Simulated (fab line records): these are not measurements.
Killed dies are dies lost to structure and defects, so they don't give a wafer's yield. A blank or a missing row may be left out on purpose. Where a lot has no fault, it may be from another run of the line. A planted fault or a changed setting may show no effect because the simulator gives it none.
fab line records	flow nandHarc	part 1 of 2: steps 1 to 21 of 31
[record] lots = 5	wafers = 15	lastDay = 24
route steps=1159 shown P_M1@293 P_M2@318
lots that met no fault: taken from a fault-free run of the same line
startH: start of the lot's first displayed wafer, in hours after the record's first day	waitH: hours elapsed since this lot's preceding step	" same as the row above	L1.1+2: several wafers, shown together as one row	- no value, or no start given	* or withheld: withheld	< > ~ a bound
route shown NAME@n: names a module that has steps shown in the file, with the first one's number in the route	usual: average and standard deviation across the fault-free wafers	same: alike in all rows	chamber/n: place in a boat	sites: per-site readings	_std_site: standard deviation across them	_edge_site: mean of outer sites minus mean of inner sites	radiusMm: how far each site lies from the wafer's centre	mask NAME#n: copy n	behind: the most recent tool/chamber to have shaped the wafer	hold: the reason the lot was held/the length of the hold in hours/how it ended	device: the n, p or np transistor that did not switch	end of line: at the end of the route, the tests of the same wafers	a step without rows: its recipe alone	killed: dies lost to structure and defects at the first sort, not the wafer's yield	map: per-die view of a wafer (x killed, . not killed, _ where there is no die)
set.NAME: the setting that was run; set.NAME@STEP: the one run at that earlier step	model.NAME: the simulator's own value behind a step, which no gauge read
lots at selected steps of the route; one table per step, one row per wafer
services: from which hour (startH, from the record's first day; less than 0 if before it) a tool's chamber was out of use, for how many hours, and why
[[steps]]
[step NHARC_P_M1_PEB_07]
[recipe] pebTempC = 100	pebTimeS = 65
[usual] plateTempC = 100.02/0.11	resistLineTempC = 23.02/0.11
lot.wafer	tool	chamber	startH	waitH	plateTempC	resistLineTempC
L078.1	lithoTrack-06	0	146.20	0.1	100.08	22.88
L078.5	"	0	"	"	100.04	23.03
L078.6	"	0	"	"	100.09	23.08
L081.1	lithoTrack-01	0	164.64	0.1	100.09	23.16
L081.5	"	0	"	"	99.96	23.04
L081.6	"	0	"	"	100.20	22.99
L090.2	lithoTrack-04	0	218.95	0.1	100.09	22.91
L090.4	"	0	"	"	99.97	22.75
L090.6	"	0	"	"	100.06	22.85
L094.1	lithoTrack-04	0	242.97	0.1	99.87	23.12
L094.5	"	0	"	"	100.03	23.01
L094.6	"	0	"	"	100.12	22.88
L093.2	lithoTrack-01	0	249.15	0.1	100.08	23.00
L093.5	"	0	"	"	100.03	22.95
L093.6	"	0	"	"	99.98	23.08
[step NHARC_P_M1_DEVELOP_08]
[recipe] developTimeS = 35	devTempC = 23
[usual] resistLineTempC = 22.98/0.1
lot.wafer	tool	chamber	startH	waitH	resistLineTempC
L078.1	lithoTrack-06	0	-	-	23.11
L078.5	"	0	"	"	23.23
L078.6	"	0	"	"	23.14
L081.1	lithoTrack-01	0	-	-	22.89
L081.5	"	0	"	"	22.91
L081.6	"	0	"	"	22.87
L090.2	lithoTrack-04	0	-	-	22.97
L090.4	"	0	"	"	23.02
L090.6	"	0	"	"	22.97
L094.1	lithoTrack-04	0	-	-	23.00
L094.5	"	0	"	"	23.03
L094.6	"	0	"	"	22.86
L093.2	lithoTrack-01	0	-	-	22.84
L093.5	"	0	"	"	22.90
L093.6	"	0	"	"	22.95
[step NHARC_P_M1_CD_MEAS_09]
[recipe] targetCdNm = 130	landingEnergyEv = 500
[usual] cdNm = 130.0/0.43
lot.wafer	tool	chamber	startH	waitH	cdNm
L078.1	cdSem-02	0	146.28	-	129.8
L078.5	"	0	"	"	129.2
L078.6	"	0	"	"	130.3
L081.1	cdSem-03	0	164.72	-	129.4
L081.5	"	0	"	"	130.5
L081.6	"	0	"	"	130.6
L090.2	cdSem-02	0	219.03	-	130.3
L090.4	"	0	"	"	129.4
L090.6	"	0	"	"	130.2
L094.1	cdSem-03	0	243.05	-	130.7
L094.5	"	0	"	"	130.9
L094.6	"	0	"	"	130.6
L093.2	cdSem-02	0	249.23	-	130.8
L093.5	"	0	"	"	130.1
L093.6	"	0	"	"	129.7
[step NHARC_P_M1_OVL_MEAS_10]
[recipe] pitchNm = 260
[usual] overlayXNm = 0.2/1.1	overlayYNm = 0.4/0.86
lot.wafer	tool	chamber	startH	waitH	overlayXNm	overlayYNm
L078.1	overlay-01	-	146.37	-	-0.2	-1.4
L078.5	"	-	"	"	-0.4	-0.7
L078.6	"	-	"	"	-0.6	0.0
L081.1	overlay-02	-	164.81	-	2.0	0.2
L081.5	"	-	"	"	2.6	0.2
L081.6	"	-	"	"	2.1	0.4
L090.2	overlay-02	-	219.12	-	-0.7	1.3
L090.4	"	-	"	"	0.0	0.7
L090.6	"	-	"	"	0.3	1.0
L094.1	overlay-01	-	243.14	-	1.6	0.3
L094.5	"	-	"	"	1.4	-0.1
L094.6	"	-	"	"	1.1	0.4
L093.2	overlay-02	-	249.32	-	1.7	0.6
L093.5	"	-	"	"	1.7	0.9
L093.6	"	-	"	"	1.2	0.7
[step NHARC_P_M1_INSPECT_11]
[usual] rawDefectCount = 4.2/2.3
lot.wafer	tool	chamber	startH	waitH	rawDefectCount
L078.1	defectInspect-02	-	146.41	0.0	9
L078.5	"	-	"	"	5
L078.6	"	-	"	"	2
L081.1	defectInspect-02	-	164.84	0.0	3
L081.5	"	-	"	"	5
L081.6	"	-	"	"	2
L090.2	defectInspect-01	-	219.16	0.0	6
L090.4	"	-	"	"	9
L090.6	"	-	"	"	8
L094.1	defectInspect-02	-	243.18	0.0	4
L094.5	"	-	"	"	6
L094.6	"	-	"	"	5
L093.2	defectInspect-01	-	249.36	0.0	6
L093.5	"	-	"	"	3
L093.6	"	-	"	"	2
[step NHARC_P_M1_DESCUM_14]
[recipe] timeS = 3	o2FlowSccm = 200	arFlowSccm = 0	biasPowerW = 0	chemistry = O2
[usual] drypumpMotorCurrentA = 5.7/0.48	oesProductAu = 0.998/0.0067	rfVppV = 57.7/0.93	showerheadPlenumPTorr = 1.93/0.084	throttleValvePct = 11.312/0.0088
lot.wafer	tool	chamber	startH	waitH	drypumpMotorCurrentA	oesProductAu	rfHoursCounterH	rfVppV	showerheadPlenumPTorr	throttleValvePct
L078.1	rieDiel-09	3	146.47	0.1	5.9	1.017	4	59.0	1.97	11.308
L078.5	"	3	"	"	5.9	1.007	-	58.7	1.97	11.338
L078.6	"	0	"	"	6.2	1.003	-	56.9	1.84	11.325
L081.1	rieDiel-09	2	164.91	0.1	4.8	0.998	5	58.1	1.82	11.308
L081.6	"	2	"	"	4.8	0.993	-	57.3	1.82	11.321
L081.5	"	3	"	"	5.9	1.001	-	59.0	1.97	11.320
L090.2	rieDiel-09	0	219.23	0.1	6.2	0.996	9	57.4	1.84	11.305
L090.4	"	1	"	"	6.0	0.984	9	57.3	1.95	11.318
L090.6	"	0	"	"	6.2	0.987	-	57.2	1.84	11.317
L094.1	rieDiel-11	3	243.25	0.1	5.8	1.008	1	58.3	2.05	11.296
L094.5	"	2	"	"	6.3	1.006	-	57.4	1.84	11.316
L094.6	"	3	"	"	5.8	1.003	-	59.1	2.05	11.323
L093.2	rieDiel-11	3	249.42	0.1	5.8	1.004	1	56.7	2.05	11.318
L093.5	"	3	"	"	5.8	0.997	-	58.3	2.05	11.318
L093.6	"	0	"	"	6.0	0.997	-	58.2	1.93	11.309
[step NHARC_P_M1_ETCH_35]
[recipe] targetDepthA = 400	overetchA = 120	timeS = 43.94	ionEnergyEv = 200	n2FlowSccm = 150	h2FlowSccm = 150	arFlowSccm = 0	rfW = 400	biasW = 150	chemistry = N2/H2
[usual] drypumpMotorCurrentA = 5.7/0.47	oesProductAu = 0.999/0.0079	rfFwdPowerW = 394.8/1.9	rfVppV = 430.9/2.6	showerheadPlenumPTorr = 2.05/0.091	throttleValvePct = 14.171/0.0092
lot.wafer	tool	chamber	startH	waitH	drypumpMotorCurrentA	oesProductAu	rfFwdPowerW	rfHoursCounterH	rfVppV	showerheadPlenumPTorr	throttleValvePct
L078.1	rieDiel-09	0	146.56	0.1	6.2	0.991	396.6	4	427.3	1.96	14.164
L078.5	"	3	"	"	5.9	1.005	395.4	-	433.0	2.11	14.167
L078.6	"	0	"	"	6.2	0.988	395.8	-	427.5	1.96	14.177
L081.1	rieDiel-09	3	165.00	0.1	5.9	0.995	395.3	4	432.9	2.11	14.184
L081.5	"	2	"	"	4.8	0.994	396.8	-	426.8	1.94	14.166
L081.6	"	3	"	"	5.9	0.998	396.9	-	432.5	2.11	14.190
L090.2	rieDiel-09	0	219.31	0.1	6.2	0.993	394.7	9	427.8	1.96	14.162
L090.4	"	2	"	"	4.8	0.988	395.1	8	428.9	1.94	14.178
L090.6	"	3	"	"	6.0	0.999	395.2	-	432.5	2.11	14.184
L094.1	rieDiel-11	2	243.33	0.1	6.3	1.015	398.7	1	427.2	1.95	14.163
L094.5	"	2	"	"	6.3	0.998	397.6	-	426.3	1.95	14.165
L094.6	"	3	"	"	5.8	0.997	395.9	-	433.5	2.19	14.177
L093.2	rieDiel-11	1	249.51	0.1	5.0	0.994	394.3	1	433.3	2.14	14.159
L093.5	"	3	"	"	5.8	1.001	392.8	-	433.4	2.19	14.168
L093.6	"	0	"	"	6.0	0.992	395.8	-	431.6	2.05	14.159
[step NHARC_P_M1_ETCH_15]
[recipe] targetDepthA = 1825	timeS = 91.2	c4f8FlowSccm = withheld	arFlowSccm = 400	rfW = 600	biasW = 300	chemistry = C4F8/Ar
[usual] oesProductAu = 0.957/0.023	rfFwdPowerW = 595.5/2.6	rfVppV = 441.1/2.6
lot.wafer	tool	chamber	startH	waitH	oesProductAu	rfFwdPowerW	rfHoursCounterH	rfVppV
L078.1	rieDiel-09	0	-	-	0.960	600.8	5	440.0
L078.5	"	2	"	"	0.967	596.0	-	439.2
L078.6	"	3	"	"	0.965	596.6	-	441.7
L081.1	rieDiel-09	3	-	-	0.964	594.8	4	444.3
L081.6	"	1	"	"	0.966	589.8	-	441.2
L081.5	"	2	"	"	0.948	594.9	-	437.0
L090.2	rieDiel-09	0	-	-	0.947	594.7	9	438.1
L090.4	"	1	"	"	0.974	595.3	9	443.8
L090.6	"	3	"	"	0.961	596.3	-	443.5
L094.1	rieDiel-11	0	-	-	0.978	595.5	1	441.5
L094.6	"	0	"	"	0.971	593.0	-	442.6
L094.5	"	1	"	"	0.978	591.9	-	445.0
L093.2	rieDiel-11	3	-	-	0.929	594.4	1	446.4
L093.5	"	1	"	"	0.947	592.3	-	444.0
L093.6	"	2	"	"	0.942	600.0	-	437.3
[step NHARC_P_M1_CD_MEAS_16]
[usual] cdNm = 130.0/0.52
lot.wafer	tool	chamber	startH	waitH	cdNm
L078.1	cdSem-02	-	146.77	-	129.8
L078.5	"	-	"	"	129.6
L078.6	"	-	"	"	129.7
L081.1	cdSem-01	-	165.21	-	129.1
L081.5	"	-	"	"	130.8
L081.6	"	-	"	"	130.0
L090.2	cdSem-03	-	219.53	-	129.8
L090.4	"	-	"	"	129.4
L090.6	"	-	"	"	130.0
L094.1	cdSem-01	-	243.55	-	130.5
L094.5	"	-	"	"	130.2
L094.6	"	-	"	"	130.4
L093.2	cdSem-03	-	249.73	-	130.3
L093.5	"	-	"	"	130.6
L093.6	"	-	"	"	129.4
[step NHARC_P_M1_STRIP_18]
[recipe] powerW = 1000	n2FlowSccm = 150	h2FlowSccm = 150	arFlowSccm = 0	biasW = 0	chemistry = N2/H2
[usual] drypumpMotorCurrentA = 5.7/0.48	oesProductAu = 0.998/0.0072	rfFwdPowerW = 997.5/3	rfVppV = 90.9/0.97	showerheadPlenumPTorr = 2.07/0.095	throttleValvePct = 14.171/0.0084
lot.wafer	tool	chamber	startH	waitH	drypumpMotorCurrentA	oesProductAu	rfFwdPowerW	rfHoursCounterH	rfVppV	showerheadPlenumPTorr	throttleValvePct
L078.1	rieDiel-13	1	146.90	0.1	5.4	0.996	995.6	5	91.8	2.12	14.178
L078.5	"	3	"	"	5.6	1.010	999.1	-	93.0	2.17	14.158
L078.6	"	0	"	"	5.9	1.015	997.4	-	89.3	1.97	14.169
L081.1	rieDiel-09	2	165.37	0.2	4.8	1.003	998.1	5	89.7	1.94	14.161
L081.5	"	3	"	"	5.9	1.005	995.7	-	91.8	2.11	14.179
L081.6	"	0	"	"	6.2	1.004	992.6	-	91.0	1.96	14.179
L090.4	rieDiel-09	3	219.60	0.1	6.0	0.995	996.5	8	91.3	2.10	14.186
L090.2	"	2	"	"	4.8	1.008	1002.0	8	90.1	1.94	14.167
L090.6	"	3	"	"	6.0	1.003	997.5	-	90.7	2.11	14.172
L094.1	rieDiel-13	1	243.62	0.1	5.4	1.007	996.8	12	91.8	2.12	14.177
L094.5	"	1	"	"	5.4	1.007	996.4	-	91.1	2.12	14.171
L094.6	"	2	"	"	5.1	1.007	999.3	-	90.3	1.94	14.159
L093.2	rieDiel-11	2	249.80	0.1	6.3	1.010	1002.6	2	88.8	1.95	14.160
L093.6	"	2	"	"	6.3	1.004	1007.3	-	90.9	1.95	14.166
L093.5	"	3	"	"	5.8	0.993	996.1	-	92.6	2.19	14.172
[step NHARC_P_M1_ETCH_28]
[recipe] targetDepthA = 300	overEtchFrac = 0.3	timeS = 72.99	ionEnergyEv = 150	cf4FlowSccm = 50	n2FlowSccm = 100	arFlowSccm = 150	rfW = 300	biasW = 100	chemistry = CF4/N2
[usual] drypumpMotorCurrentA = 5.7/0.5	oesProductAu = 0.998/0.0067	rfFwdPowerW = 297.3/1.3	rfVppV = 314.6/2.1	showerheadPlenumPTorr = 2.65/0.11	throttleValvePct = 19.795/0.0095
lot.wafer	tool	chamber	startH	waitH	drypumpMotorCurrentA	oesProductAu	rfFwdPowerW	rfHoursCounterH	rfVppV	showerheadPlenumPTorr	throttleValvePct
L078.1	rieDiel-13	2	-	-	5.1	1.006	298.8	3	313.3	2.51	19.802
L078.6	"	1	"	"	5.4	1.005	298.4	-	315.4	2.73	19.811
L078.5	"	2	"	"	5.1	1.001	298.3	-	312.0	2.51	19.788
L081.1	rieDiel-09	0	-	-	6.2	0.998	296.1	5	311.9	2.53	19.781
L081.5	"	1	"	"	6.0	0.995	295.2	-	315.3	2.67	19.803
L081.6	"	2	"	"	4.8	1.002	297.2	-	311.9	2.51	19.792
L090.4	rieDiel-09	3	-	-	5.9	1.003	298.2	8	314.1	2.70	19.809
L090.2	"	0	"	"	6.2	0.990	296.7	9	313.1	2.53	19.795
L090.6	"	2	"	"	4.8	0.997	297.4	-	312.9	2.51	19.786
L094.1	rieDiel-13	0	-	-	5.9	1.008	295.5	11	312.7	2.54	19.787
L094.6	"	2	"	"	5.1	1.012	298.6	-	311.4	2.50	19.798
L094.5	"	3	"	"	5.6	1.005	298.4	-	317.0	2.77	19.777
L093.2	rieDiel-11	2	-	-	6.3	1.001	298.1	2	313.2	2.52	19.813
L093.6	"	3	"	"	5.8	0.999	296.8	-	317.4	2.81	19.792
L093.5	"	0	"	"	5.9	1.003	298.6	-	313.8	2.64	19.796
[step NHARC_P_M1_STRIP_19]
[recipe] timeS = 600	tempC = 30	chemistry = postEtchResidueRemover
lot.wafer	tool	chamber	startH	waitH
L078.1+6+5	wetBench-10	6,7,1	147.23	-
L081.1+6+5	wetBench-10	5,7,2	165.67	-
L090.6+2+4	wetBench-10	3,4,7	219.97	-
L094.1+5+6	wetBench-10	1,3,4	243.99	-
L093.6+5+2	wetBench-08	4,5,6	250.20	-
[step NHARC_P_M1_DEGAS_29]
[recipe] tempC = 250	timeS = 60
[usual] heaterPowerW = 336/41
lot.wafer	tool	chamber	startH	waitH	heaterPowerW
L078.1	pvdSputter-01	-	147.51	-	373
L078.6	"	-	"	"	343
L078.5	"	-	"	"	310
L081.1	pvdSputter-02	-	165.95	-	342
L081.5	"	-	"	"	308
L081.6	"	-	"	"	259
L090.4	pvdSputter-01	-	220.25	-	305
L090.2	"	-	"	"	333
L090.6	"	-	"	"	318
L094.1	pvdSputter-03	-	244.27	-	290
L094.5	"	-	"	"	396
L094.6	"	-	"	"	289
L093.2	pvdSputter-03	-	250.48	-	399
L093.5	"	-	"	"	286
L093.6	"	-	"	"	351
[step NHARC_P_M1_PRE_CLEAN_30]
[recipe] timeS = 30	tempC = 280	gas = H2/He
[usual] heaterPowerW = 409/48
lot.wafer	tool	chamber	startH	waitH	heaterPowerW
L078.1	pvdSputter-01	-	-	-	402
L078.5	"	-	"	"	410
L078.6	"	-	"	"	367
L081.1	pvdSputter-02	-	-	-	450
L081.5	"	-	"	"	326
L081.6	"	-	"	"	430
L090.4	pvdSputter-01	-	-	-	373
L090.2	"	-	"	"	404
L090.6	"	-	"	"	373
L094.1	pvdSputter-03	-	-	-	353
L094.6	"	-	"	"	474
L094.5	"	-	"	"	350
L093.2	pvdSputter-03	-	-	-	343
L093.5	"	-	"	"	457
L093.6	"	-	"	"	484
[step NHARC_P_M1_PVD_20]
[recipe] targetThkA = 50	biasV = 168.6	powerW = 15000	chamberPressurePa = 0.12	timeS = 8.06	substrateTempC = 50	material = TaN
[usual] chamberPressurePa = 0.11998/0.00025	throttleValvePct = 29.6/0.96
lot.wafer	tool	chamber	startH	waitH	chamberPressurePa	throttleValvePct
L078.1	pvdSputter-01	-	-	-	0.12003	30.4
L078.6	"	-	"	"	0.1199	30.7
L078.5	"	-	"	"	0.12005	28.7
L081.1	pvdSputter-02	-	-	-	0.11952	28.9
L081.6	"	-	"	"	0.1199	29.6
L081.5	"	-	"	"	0.1194	29.1
L090.2	pvdSputter-01	-	-	-	0.11986	28.9
L090.4	"	-	"	"	0.11998	30.3
L090.6	"	-	"	"	0.11986	29.2
L094.1	pvdSputter-03	-	-	-	0.12036	29.8
L094.5	"	-	"	"	0.11987	27.8
L094.6	"	-	"	"	0.1198	29.5
L093.2	pvdSputter-03	-	-	-	0.12008	29.7
L093.5	"	-	"	"	0.1202	29.9
L093.6	"	-	"	"	0.12007	27.7
[step NHARC_P_M1_PVD_21]
[recipe] targetThkA = 300	chamberPressurePa = 5	powerW = 5000	substrateTempC = 30	timeS = 20.49	material = Cu
[usual] chamberPressurePa = 5.000/0.011	throttleValvePct = 29.6/0.96
lot.wafer	tool	chamber	startH	waitH	chamberPressurePa	throttleValvePct
L078.1	pvdSputter-01	-	-	-	5.011	28.8
L078.6	"	-	"	"	5.002	30.0
L078.5	"	-	"	"	4.984	30.1
L081.1	pvdSputter-02	-	-	-	5.001	32.2
L081.5	"	-	"	"	4.992	29.1
L081.6	"	-	"	"	5.016	29.2
L090.4	pvdSputter-01	-	-	-	5.003	30.5
L090.2	"	-	"	"	5.009	30.3
L090.6	"	-	"	"	5.006	30.1
L094.1	pvdSputter-03	-	-	-	5.008	27.7
L094.6	"	-	"	"	4.998	29.7
L094.5	"	-	"	"	5.021	27.6
L093.2	pvdSputter-03	-	-	-	5.016	29.4
L093.6	"	-	"	"	5.004	29.4
L093.5	"	-	"	"	5.005	29.5
[step NHARC_P_M1_ECD_22]
[recipe] targetThkA = 4000	bathTempC = 25	material = Cu
[usual] bathTempC = 25.00/0.11
lot.wafer	tool	chamber	startH	waitH	bathTempC
L078.1	ecdCu-02	1	147.90	-	24.79
L078.5	"	0	"	"	25.20
L078.6	"	1	"	"	24.89
L081.1	ecdCu-02	1	166.29	-	24.86
L081.5	"	1	"	"	25.07
L081.6	"	0	"	"	25.08
L090.2	ecdCu-02	0	220.65	-	24.75
L090.4	"	1	"	"	25.17
L090.6	"	0	"	"	24.88
L094.1	ecdCu-01	0	244.62	-	25.05
L094.5	"	0	"	"	24.99
L094.6	"	1	"	"	24.77
L093.2	ecdCu-02	0	250.82	-	24.96
L093.5	"	0	"	"	25.11
L093.6	"	1	"	"	25.05
[step NHARC_P_M1_ANNEAL_31]
[recipe] tempC = 225	timeS = 90
[usual] annealTempC = 225.00/0.19	wafer_temp_C_max = 226.07/0.24
lot.wafer	tool	chamber	startH	waitH	annealTempC	wafer_temp_C_max
L078.1	rtpAnneal-02	0	148.22	-	224.96	226.24
L078.5	"	0	"	"	224.99	226.23
L078.6	"	0	"	"	225.08	225.88
L081.1	rtpAnneal-01	0	166.68	0.3	225.13	225.94
L081.5	"	0	"	"	224.77	226.19
L081.6	"	0	"	"	225.00	226.03
L090.2	rtpAnneal-01	0	221.02	-	225.16	225.93
L090.4	"	0	"	"	225.39	226.05
L090.6	"	0	"	"	224.88	225.84
L094.1	rtpAnneal-02	0	245.00	0.3	224.74	225.87
L094.5	"	0	"	"	224.86	226.04
L094.6	"	0	"	"	224.83	225.90
L093.2	rtpAnneal-01	0	251.26	0.4	225.07	226.11
L093.5	"	0	"	"	225.07	226.26
L093.6	"	0	"	"	224.77	225.98
[step NHARC_P_M1_CMP_23]
[recipe] tOverpolishS = 20	targetThkNm = 157.82
[usual] edgeZonePressureFrac = 1.001/0.0052	motorCurrentA = 12.1/1.5	timeToEndpointS = 29.2/2.1
lot.wafer	tool	chamber	startH	waitH	edgeZonePressureFrac	motorCurrentA	timeToEndpointS
L078.1	cmp-03	1	148.68	-	0.993	10.4	30.1
L078.6	"	2	"	"	1.003	12.2	29.6
L078.5	"	3	"	"	0.987	11.4	26.9
L081.1	cmp-03	2	167.08	-	0.999	11.8	32.3
L081.5	"	0	"	"	0.999	14.6	30.0
L081.6	"	1	"	"	0.993	11.6	30.4
L090.2	cmp-02	3	221.38	-	0.994	10.1	26.2
L090.4	"	0	"	"	1.004	10.0	27.2
L090.6	"	2	"	"	0.997	11.4	26.7
L094.1	cmp-03	0	245.43	-	1.001	15.4	24.4
L094.5	"	1	"	"	1.002	11.0	27.6
L094.6	"	2	"	"	1.004	11.8	27.1
L093.2	cmp-01	2	251.60	-	1.003	12.3	33.2
L093.6	"	0	"	"	1.012	13.7	31.1
L093.5	"	1	"	"	1.002	12.0	32.7
[step NHARC_P_M1_THK_MEAS_24]
[recipe] thkMeasGauge = xrf
[usual] thkNm = 157.9/1.4
lot.wafer	tool	chamber	startH	waitH	thkNm
L078.1	filmMetro-01	-	148.91	-	160.4
L078.5	"	-	"	"	157.2
L078.6	"	-	"	"	159.6
L081.1	filmMetro-02	-	167.34	-	159.4
L081.5	"	-	"	"	159.9
L081.6	"	-	"	"	157.4
L090.2	filmMetro-01	-	221.64	-	160.3
L090.4	"	-	"	"	159.5
L090.6	"	-	"	"	157.6
L094.1	filmMetro-02	-	245.66	-	156.2
L094.5	"	-	"	"	158.1
L094.6	"	-	"	"	158.1
L093.2	filmMetro-02	-	251.86	-	157.9
L093.5	"	-	"	"	159.9
L093.6	"	-	"	"	159.1
[step NHARC_P_M1_SRD_25]
lot.wafer	tool	chamber	startH	waitH
L078.6+1+5	wetBench-10	7,1,3	148.95	0.0
L081.6+1+5	wetBench-10	1,2,3	167.38	0.0
L090.4+2+6	wetBench-08	1,2,3	221.69	0.0
L094.5+6+1	wetBench-10	3,5,0	245.70	0.0
L093.2+6+5	wetBench-08	5,6,0	251.95	0.1
